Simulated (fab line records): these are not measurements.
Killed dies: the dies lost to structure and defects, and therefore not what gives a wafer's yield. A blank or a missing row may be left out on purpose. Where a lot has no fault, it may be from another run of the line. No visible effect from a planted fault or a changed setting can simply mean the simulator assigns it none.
fab line records -- flow nandHarc
[record] lots = 5, wafers = 15, lastDay = 25
route steps=1159 shown P_GATE@185 END@1159
lots untouched by any fault: they come from a run of this same line in which no faults occurred
startH: the number of hours between the record's first day and the start of the first shown wafer of the lot -- waitH: hours since the lot's step before -- " same as the row above -- L1.1+2: a single row standing in for several wafers -- - no value present, or no start provided -- * or withheld: withheld -- < > ~ a bound
route shown NAME@n: NAME is a module with steps in the file, n the number in the route of the first one -- usual: mean and standard deviation over wafers with no fault -- same: alike in all rows -- chamber/n: place in a boat -- sites: each site's reading -- _std_site: standard deviation across them -- _edge_site: inner sites' mean taken away from outer sites' mean -- radiusMm: how far each site lies from the wafer's centre -- mask NAME#n: copy n -- behind: the tool/chamber that last shaped the wafer -- hold: the reason the lot was held/the length of the hold in hours/how it ended -- device: the n, p or np transistor that did not switch -- end of line: tests of these same wafers at the route's end -- for a step that has no rows: nothing shown but its recipe -- killed: dies that structure and defects cost at the first sort, which is not the same as the wafer's yield -- map: a wafer's dies, marking killed ones x, the rest . and places with no die _
set.NAME: the setting the step ran with; set.NAME@STEP: the setting that earlier step ran with -- model.NAME: the simulator's own value behind a step, which no gauge read
certain route steps with their lots: each step a table, each wafer a row
services: the hour from which a tool's chamber was out of use, counted from the record's first day as startH (under 0 if before that day), plus the number of hours and why
[[steps]]
[step NHARC_P_GATE_CD_MEAS_59]
[recipe] targetCdNm = 720, landingEnergyEv = 500
[usual] cdNm = 720.2/1.7
lot.wafer,tool,chamber,startH,waitH,cdNm
L159.2,cdSem-03,0,118.73,-,718.7
L159.3,cdSem-03,0,118.73,-,719.8
L159.4,cdSem-03,0,118.73,-,717.7
L160.2,cdSem-01,0,130.71,-,720.4
L160.3,cdSem-01,0,130.71,-,720.6
L160.6,cdSem-01,0,130.71,-,719.9
L169.1,cdSem-01,0,180.27,-,720.8
L169.3,cdSem-01,0,180.27,-,720.3
L169.6,cdSem-01,0,180.27,-,718.0
L178.1,cdSem-02,0,235.60,-,719.7
L178.2,cdSem-02,0,235.60,-,723.1
L178.3,cdSem-02,0,235.60,-,717.0
L179.1,cdSem-02,0,249.25,-,720.3
L179.3,cdSem-02,0,249.25,-,719.8
L179.4,cdSem-02,0,249.25,-,721.6
[step NHARC_P_GATE_HARDBAKE_60]
[recipe] tempC = 125, timeS = 80
[step NHARC_P_GATE_DESCUM_61]
[recipe] timeS = 3, o2FlowSccm = 200, arFlowSccm = 0, biasPowerW = 0, chemistry = O2
[usual] drypumpMotorCurrentA = 5.9/0.42, oesProductAu = 0.994/0.01, rfVppV = 57.9/0.92, showerheadPlenumPTorr = 1.92/0.075, throttleValvePct = 11.311/0.009
[same] biasPowerW = 0
lot.wafer,tool,chamber,startH,waitH,drypumpMotorCurrentA,oesProductAu,rfHoursCounterH,rfVppV,showerheadPlenumPTorr,throttleValvePct
L159.2,rieDiel-10,1,118.90,-,6.7,1.005,43,57.1,1.87,11.316
L159.4,rieDiel-10,2,118.90,-,6.2,1.004,41,58.6,1.98,11.297
L159.3,rieDiel-10,3,118.90,-,5.2,1.000,43,56.8,1.85,11.317
L160.3,rieDiel-03,3,130.87,-,5.8,0.978,17,57.5,1.94,11.322
L160.2,rieDiel-03,1,130.87,-,5.6,0.984,18,57.1,1.83,11.305
L160.6,rieDiel-03,3,130.87,-,5.8,0.975,-,59.1,1.94,11.300
L169.1,rieDiel-03,3,180.43,-,5.8,0.983,25,56.6,1.94,11.322
L169.3,rieDiel-03,2,180.43,-,5.6,0.991,27,57.7,2.05,11.318
L169.6,rieDiel-03,3,180.43,-,5.8,0.989,-,56.8,1.94,11.312
L178.3,rieDiel-03,2,235.76,-,5.6,1.000,2,57.1,2.05,11.318
L178.1,rieDiel-03,0,235.76,-,6.4,0.995,1,58.1,1.88,11.303
L178.2,rieDiel-03,1,235.76,-,5.7,1.001,2,57.6,1.82,11.312
L179.4,rieDiel-10,1,249.41,-,6.7,0.993,23,56.5,1.86,11.309
L179.3,rieDiel-10,3,249.41,-,5.2,0.992,25,55.9,1.84,11.302
L179.1,rieDiel-10,0,249.41,-,5.4,0.999,24,58.8,1.98,11.327
[step NHARC_P_GATE_IMPLANT_62]
[recipe] energyKev = 20, doseCm2 = 3e+15, tiltDeg = 7
[step NHARC_P_GATE_STRIP_112]
[recipe] powerW = 1500, tempC = 110, timeS = 200, chemistry = N2/H2
[usual] drypumpMotorCurrentA = 5.73/0.18, heaterPowerW = 90/7.5, tempC = 110.01/0.13
lot.wafer,tool,chamber,startH,waitH,drypumpMotorCurrentA,heaterPowerW,rfHoursCounterH,tempC
L159.2,plasmaAsher-02,0,119.30,0.2,5.68,82,36,109.92
L159.4,plasmaAsher-02,1,119.30,0.2,5.81,87,-,109.99
L159.3,plasmaAsher-02,0,119.30,0.2,5.69,80,-,109.95
L160.2,plasmaAsher-02,1,131.28,0.2,5.81,88,38,110.11
L160.3,plasmaAsher-02,0,131.28,0.2,5.70,82,-,109.94
L160.6,plasmaAsher-02,0,131.28,0.2,5.67,83,-,110.07
L169.1,plasmaAsher-02,0,181.00,0.4,5.71,84,55,109.98
L169.3,plasmaAsher-02,0,181.00,0.4,5.72,82,-,110.07
L169.6,plasmaAsher-02,1,181.00,0.4,5.82,89,-,110.02
L178.2,plasmaAsher-01,1,236.13,0.2,5.41,99,45,110.05
L178.1,plasmaAsher-01,0,236.13,0.2,5.93,101,45,109.79
L178.3,plasmaAsher-01,0,236.13,0.2,5.93,98,-,109.89
L179.1,plasmaAsher-01,0,249.82,0.2,5.94,99,49,110.09
L179.3,plasmaAsher-01,1,249.82,0.2,5.43,97,-,110.12
L179.4,plasmaAsher-01,0,249.82,0.2,5.95,95,-,110.21
[step NHARC_P_GATE_STRIP_76]
[recipe] powerW = 1500, tempC = 250, chemistry = O2
[usual] drypumpMotorCurrentA = 5.73/0.18, heaterPowerW = 337/29, tempC = 250.04/0.18
lot.wafer,tool,chamber,startH,waitH,drypumpMotorCurrentA,heaterPowerW,rfHoursCounterH,tempC
L159.2,plasmaAsher-02,0,119.53,0.2,5.70,308,36,250.09
L159.4,plasmaAsher-02,1,119.53,0.2,5.84,325,-,249.99
L159.3,plasmaAsher-02,0,119.53,0.2,5.70,310,-,250.07
L160.2,plasmaAsher-02,1,131.51,0.2,5.83,329,38,250.14
L160.3,plasmaAsher-02,0,131.51,0.2,5.70,313,-,250.00
L160.6,plasmaAsher-02,0,131.51,0.2,5.70,303,-,249.97
L169.1,plasmaAsher-02,0,181.27,0.2,5.70,308,55,250.15
L169.3,plasmaAsher-02,0,181.27,0.2,5.69,304,-,249.97
L169.6,plasmaAsher-02,1,181.27,0.2,5.83,318,-,249.90
L178.2,plasmaAsher-01,1,236.39,0.2,5.41,368,46,249.98
L178.1,plasmaAsher-01,0,236.39,0.2,5.94,373,46,250.19
L178.3,plasmaAsher-01,0,236.39,0.2,5.93,369,-,249.83
L179.1,plasmaAsher-01,0,250.06,0.2,5.95,365,49,249.91
L179.3,plasmaAsher-01,1,250.06,0.2,5.42,361,-,250.16
L179.4,plasmaAsher-01,0,250.06,0.2,5.98,373,-,249.85
[step NHARC_P_GATE_STRIP_63]
[recipe] timeS = 900, tempC = 130, chemistry = SPM
[step NHARC_P_GATE_DEHYDRATE_83]
[recipe] tempC = 150, timeS = 120
[step NHARC_P_GATE_HMDS_84]
[recipe] timeS = 30
[step NHARC_P_GATE_COAT_85]
[recipe] spinRpm = 3000
[step NHARC_P_GATE_SOFTBAKE_86]
[recipe] tempC = 122, timeS = 95
[step NHARC_P_GATE_EBR_87]
[step NHARC_P_GATE_EXPOSE_88]
[recipe] na = 0.6, targetCdNm = 2000, doseMj = 11.87, maskId = P_HVN
lot.wafer,tool,chamber,startH,waitH,mask
L159.2+3+4,krfScanner-02,0,120.16,-,P_HVN#0
L160.2+3+6,krfScanner-02,0,132.15,-,P_HVN#0
L169.1+3+6,krfScanner-02,0,182.04,-,P_HVN_R1#0
L178.1+2+3,krfScanner-03,0,237.15,-,P_HVN#0
L179.1+3+4,krfScanner-01,0,250.83,-,P_HVN#0
[step NHARC_P_GATE_PEB_89]
[recipe] pebTempC = 118, pebTimeS = 85
[step NHARC_P_GATE_DEVELOP_90]
[recipe] timeS = 70
[step NHARC_P_GATE_CD_MEAS_91]
[recipe] targetCdNm = 2000, landingEnergyEv = 500
[usual] cdNm = 1999.2/1.6
lot.wafer,tool,chamber,startH,waitH,cdNm
L159.2,cdSem-03,0,120.31,-,2001.6
L159.3,cdSem-03,0,120.31,-,1998.4
L159.4,cdSem-03,0,120.31,-,2000.4
L160.2,cdSem-02,0,132.30,-,2000.4
L160.3,cdSem-02,0,132.30,-,1999.5
L160.6,cdSem-02,0,132.30,-,1999.8
L169.1,cdSem-01,0,182.20,-,2231.6
L169.3,cdSem-01,0,182.20,-,2234.7
L169.6,cdSem-01,0,182.20,-,2234.5
L178.1,cdSem-01,0,237.31,-,2000.0
L178.2,cdSem-01,0,237.31,-,2000.5
L178.3,cdSem-01,0,237.31,-,1998.9
L179.1,cdSem-03,0,250.99,-,1998.2
L179.3,cdSem-03,0,250.99,-,1994.7
L179.4,cdSem-03,0,250.99,-,1998.6
[step NHARC_P_GATE_HARDBAKE_92]
[recipe] tempC = 125, timeS = 80
[step NHARC_P_GATE_DESCUM_93]
[recipe] timeS = 3, o2FlowSccm = 200, arFlowSccm = 0, biasPowerW = 0, chemistry = O2
[usual] drypumpMotorCurrentA = 5.9/0.42, oesProductAu = 0.998/0.012, rfVppV = 57.8/0.9, showerheadPlenumPTorr = 1.93/0.065, throttleValvePct = 11.312/0.0084
[same] biasPowerW = 0
lot.wafer,tool,chamber,startH,waitH,drypumpMotorCurrentA,oesProductAu,rfHoursCounterH,rfVppV,showerheadPlenumPTorr,throttleValvePct,model.P_GATE.cdNm
L159.4,rieDiel-10,2,120.49,-,6.3,1.009,41,57.9,1.98,11.311,2000
L159.2,rieDiel-10,3,120.49,-,5.2,1.006,44,57.0,1.85,11.320,2002
L159.3,rieDiel-10,0,120.49,-,5.4,0.995,46,58.7,1.99,11.312,1998
L160.3,rieDiel-03,3,132.47,-,5.8,0.982,17,57.1,1.94,11.311,1999
L160.2,rieDiel-03,1,132.47,-,5.7,1.001,18,57.0,1.83,11.327,2000
L160.6,rieDiel-03,3,132.47,-,5.8,0.991,-,58.4,1.94,11.325,2000
L169.1,rieDiel-06,3,182.36,-,6.1,1.029,46,57.6,1.97,11.308,2231
L169.3,rieDiel-06,1,182.36,-,5.7,1.008,39,57.3,1.92,11.315,2235
L169.6,rieDiel-06,0,182.36,-,6.2,0.994,-,56.4,1.96,11.318,2235
L178.2,rieDiel-03,1,237.48,-,5.7,0.986,2,59.0,1.82,11.310,2001
L178.3,rieDiel-03,3,237.48,-,5.7,1.000,2,58.4,1.93,11.321,1999
L178.1,rieDiel-03,0,237.48,-,6.4,1.007,2,57.2,1.88,11.311,2000
L179.1,rieDiel-03,1,251.16,-,5.7,0.989,4,55.3,1.82,11.300,717.1
L179.3,rieDiel-03,2,251.16,-,5.5,0.997,5,58.0,2.05,11.311,1995
L179.4,rieDiel-03,3,251.16,-,5.7,1.001,4,56.8,1.93,11.317,1999
[step NHARC_P_GATE_IMPLANT_94]
[recipe] energyKev = 60, doseCm2 = 2e+15, tiltDeg = 7
[step NHARC_END_SORT_01]
[recipe] tempC = 25
[usual] killedAtArray = 29/11, killedAtOther = 0.5/0.8, killedAtPeriphery = 3.5/2.8, killedDies = 33/12, killedOpen = 3.1/1.8, killedShort = 1.8/1.4
[same] grossDies = 677
lot.wafer,tool,chamber,startH,waitH,killedAtArray,killedAtOther,killedAtPeriphery,killedDies,killedOpen,killedShort
L169.1,prober-02,0,520.58,2.5,42,0,18,60,4,0
L169.3,prober-02,0,522.20,3.1,35,1,24,60,1,3
L169.6,prober-02,0,524.63,4.1,34,1,22,57,3,2
// killed by level:class
L169.1 A_CHANNEL_HOLE_D1:chamberFilmFlake=18 P_GATE:areaExpose=17 A_SLIT:chamberFilmFlake=15 A_STAIRCASE:chamberFilmFlake=4 A_WL_FILL:geometricParticle:open=2 A_CHANNEL_FILL_D1:geometricParticle:open=1 A_CONTACT:geometricParticle:open=1 P_GATE:chamberFilmFlake=1
L169.3 P_GATE:areaExpose=24 A_CHANNEL_HOLE_D1:chamberFilmFlake=17 A_SLIT:chamberFilmFlake=10 A_STAIRCASE:chamberFilmFlake=4 A_CONTACT:geometricParticle:open=1 A_CONTACT:geometricParticle:short=1 A_M1:geometricParticle:short=1 STARTING-WAFER:geometricParticle:short=1
L169.6 P_GATE:areaExpose=20 A_SLIT:chamberFilmFlake=15 A_CHANNEL_HOLE_D1:chamberFilmFlake=12 A_STAIRCASE:chamberFilmFlake=2 P_M0:geometricParticle:open=1 A_ONON_D1:geometricParticle:short=1 A_WL_FILL:geometricParticle:short=1 A_CONTACT:geometricParticle:open=1
// map L169.1 (x killed, . not)
____________.____________
_________......._________
_______..........._______
______.............______
_____..............._____
____.................____
____.................____
___...................___
___...................___
__.....................__
__.........x.xx.x......__
_.....x....x............_
_...........x..........._
_.........x.x..........._
_...........xx.x...x..x._
_....x....x.x.....x....._
............xx....x......
.........xx..............
.........xxxxx..x..xx....
..x....x..xxx..x.xxxxx...
.......x.......x..x..x...
_.........x.x.x...xxx..._
_..................xx..._
_.........x............._
_................x......_
_......................._
__.....................__
__.................x...__
___..x................___
___................x..___
____..............x..____
____.................____
_____..............._____
______.............______
_______..........._______
_________......._________
____________.____________
// map L159.4 (x killed, . not)
____________.____________
_________......._________
_______..........._______
______.............______
_____..............._____
____................x____
____.................____
___...................___
___...................___
__.....................__
__..........x..........__
_.x..........x....x....._
_......................._
_...........x.......x..._
_......x................_
_......................._
.........................
.................x.......
.........................
.................x.......
................x........
_...................x..._
_.x.....x..............._
_......................._
_..............x.x......_
_......................._
__.....................__
__.....................__
___...................___
___................x..___
____......xx.........____
____........x........____
_____..x............_____
______.............______
_______...x......._______
_________......._________
____________.____________
[[services]]
tool,chamber,startH,hours,kind
rieDiel-03,0,96.33,-,clean
rieDiel-03,1,96.33,-,clean
rieDiel-03,2,96.33,-,clean
rieDiel-03,3,96.33,-,clean
rieDiel-03,3,98.17,3.2,repair
plasmaAsher-01,-,99.00,9.0,pm
rieDiel-03,3,101.92,2.9,repair
rieDiel-03,0,120.83,-,clean
rieDiel-03,1,120.83,-,clean
rieDiel-03,2,120.83,-,clean
rieDiel-03,3,120.83,-,clean
plasmaAsher-02,-,122.45,5.3,repair
rieDiel-06,1,127.19,12.3,repair
rieDiel-03,0,145.33,-,clean
rieDiel-06,2,165.12,11.5,repair
krfScanner-03,-,168.00,4.0,pm
rieDiel-03,-,169.72,0.3,repair
rieDiel-10,-,176.50,9.0,pm
rieDiel-10,-,189.74,0.2,repair
rieDiel-03,3,197.18,19.8,repair
plasmaAsher-01,-,204.99,0.9,repair
krfScanner-02,-,210.00,4.0,pm
rieDiel-03,-,215.30,9.0,pm
rieDiel-06,-,241.24,9.0,pm
[[key]]
[firstSign] step = NHARC_P_GATE_EXPOSE_88, reading = mask, direction = changed
[effect] step = NHARC_P_GATE_CD_MEAS_91, reading = cdNm, direction = up, sigmas = 99+, usual = 1999.2, struck = 2233.6
[effect] step = NHARC_END_SORT_01, reading = killedAtPeriphery, direction = up, sigmas = 6.5, usual = 3.5, struck = 21.3
[modelEffect] step = NHARC_P_GATE_DESCUM_93, value = P_GATE.cdNm, without = 2001, struck = 2234
[moreKillsBornAt] NHARC_P_GATE_EXPOSE_88@krfScanner-02 = 61
metAt NHARC_P_GATE_EXPOSE_88
struckWafers L169.1,L169.3,L169.6
testerLeftOut L169
onsetBetween 132.15 182.04
[fault] kind = wrongMask, tool = any, chamber = -, onsetH = 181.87, steps = NHARC_P_GATE_EXPOSE_88, auxCopy = P_HVN_R1#0, cdOffsetNm = 233, scope = struckLotsOnly
// testerLeftOut: of these lots the tester's yield and bins aren't shown, on N5 and GAA mostly nor the transistor test; their killed dies are dies lost to structure and defects alone, not to doping, threshold or leakage, so they don't give the yield
